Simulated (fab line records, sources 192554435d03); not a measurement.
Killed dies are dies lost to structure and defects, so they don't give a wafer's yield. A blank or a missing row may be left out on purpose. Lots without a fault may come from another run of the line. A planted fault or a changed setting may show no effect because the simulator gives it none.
A struck lot beside a sound one | flow n5_finfet | 39 steps out of a route of 1938
Sound: wafers L860.4, L860.5, L860.6. Struck: wafers L879.2, L879.3, L879.6. The cause comes at the end.
At each step with rows: each side's tool, then ch and its chambers, then its first start. Under that, the readings that differ: sound wafers | struck wafers | difference of the means | sigmas: that difference in standard deviations of wafers without a fault.
alike: readings whose means differ by less than 2 such deviations, and words and numbers that are the same on both sides. not compared: withheld readings, readings that some wafer has no value for, bounds like >300 that may hide the same value, and numbers for which the record gives no deviation and whose values overlap.
The two part at a step that has a row with sigmas, a row that says differs or no value, or rows on one side only. Numbers that don't overlap but have no deviation are shown without sigmas and don't part them. A reading that every wafer of one side lacks parts them only if that side has two wafers or more.

first, 10 steps without rows for these wafers: N5_BEOL_M1_DESCUM_33 (chemistry O2, time 7 s); N5_BEOL_M1_ETCH_77 (etches underlayer in N2/H2, target depth 6.5 nm, time 5.2 s); N5_BEOL_M1_ETCH_69 (etches SiARC in CF4, target depth 15.6 nm, time 26 s); N5_BEOL_M1_ALD_98 (deposits SiO2, target thk 2.5 nm, pulse time 1 s, co reactant pulse time 1 s); N5_BEOL_M1_ETCHBACK_99 (etches SiO2 in CHF3, target depth 5 nm, time 10.4 s); N5_BEOL_M1_ETCH_70 (etches SOC in N2/H2, target depth 80 nm, overetch 16 nm, time 120 s); N5_BEOL_M1_STRIP_71 (strips in N2/H2); N5_BEOL_M1_STRIP_78 (strips in N2/H2); N5_BEOL_M1_VIA_ETCH_34 (etches the open film in C4F6/O2, target depth 67.8 nm, time 64.4 s); N5_BEOL_M1_STRIP_83 (strips in C4F6/O2).
N5_BEOL_M1_STRIP_36: strips in N2/H2.
  sound on rie_diel-04 ch 0,1,2, day 6 12:08; struck on rie_diel-04 ch 0,3, day 11 07:08
  alike: drypump_motor_current_A, oes_product_au, rf_vpp_V, showerhead_plenum_p_Torr, throttle_valve_pct
  not compared: rf_hours_counter_h
then, 27 steps without rows for these wafers: N5_BEOL_M1_TRENCH_ETCH_37 (etches SiOC in C4F6/O2, target depth 55.207 nm, time 29 s); N5_BEOL_M1_ETCH_41 (etches SiCN in CH3F/O2, target depth 31.9 nm, time 57.8 s); N5_BEOL_M1_STRIP_97 (strips in N2/H2, time 10 s); N5_BEOL_M1_HM_STRIP_39 (strips TiN in peroxide tin strip, target depth 25 nm, time 158 s); N5_BEOL_M1_SRD_40 (time 30 s); N5_BEOL_M1_PRECLEAN_42 (cleans in residue remover, time 60 s); N5_BEOL_M1_SRD_43 (time 30 s); N5_BEOL_M1_DEGAS_44 (time 60 s); N5_BEOL_M1_PRE_CLEAN_45 (time 30 s); N5_BEOL_M1_ALD_84 (deposits TaN, pulse time 2 s, purge time 3 s, co reactant purge time 2 s); N5_BEOL_M1_SURFACE_TREAT_85; N5_BEOL_M1_CVD_47 (deposits Co from CCTBA/H2, target thk 3 nm, time 223.8 s); N5_BEOL_M1_SPUTTER_48 (material Cu, target thk 4.5 nm, time 8.29 s); N5_BEOL_M1_ANNEAL_49 (time 240 s); N5_BEOL_M1_SPUTTER_79 (material Cu, target thk 4.5 nm, time 8.29 s); N5_BEOL_M1_ANNEAL_80 (time 240 s); N5_BEOL_M1_SPUTTER_81 (material Cu, target thk 4.5 nm, time 8.29 s); N5_BEOL_M1_ANNEAL_82 (time 240 s); N5_BEOL_M1_SPUTTER_86 (material Cu, target thk 4.5 nm, time 8.29 s); N5_BEOL_M1_ANNEAL_87 (time 240 s); N5_BEOL_M1_SPUTTER_88 (material Cu, target thk 4.5 nm, time 8.29 s); N5_BEOL_M1_ANNEAL_89 (time 240 s); N5_BEOL_M1_SPUTTER_90 (material Cu, target thk 4.5 nm, time 8.29 s); N5_BEOL_M1_ANNEAL_91 (time 240 s); N5_BEOL_M1_SPUTTER_92 (material Cu, target thk 4.5 nm, time 8.29 s); N5_BEOL_M1_ANNEAL_93 (time 240 s); N5_BEOL_M1_SPUTTER_94 (material Cu, target thk 4.5 nm, time 8.29 s).
-- the record jumps here: 6 days lie between the struck wafers' starts before and after (it left off in module BEOL_M1 and takes up again in module PASSIVATION, whose first step shown is number 1936 of the route) --
N5_PASSIVATION_PROBE_49:
  the record has rows for the struck wafers here (prober-01, day 17 03:55) and none for the sound ones

WHERE THEY PART
Only at N5_PASSIVATION_PROBE_49, within this record.

WHY: what the simulator had put in
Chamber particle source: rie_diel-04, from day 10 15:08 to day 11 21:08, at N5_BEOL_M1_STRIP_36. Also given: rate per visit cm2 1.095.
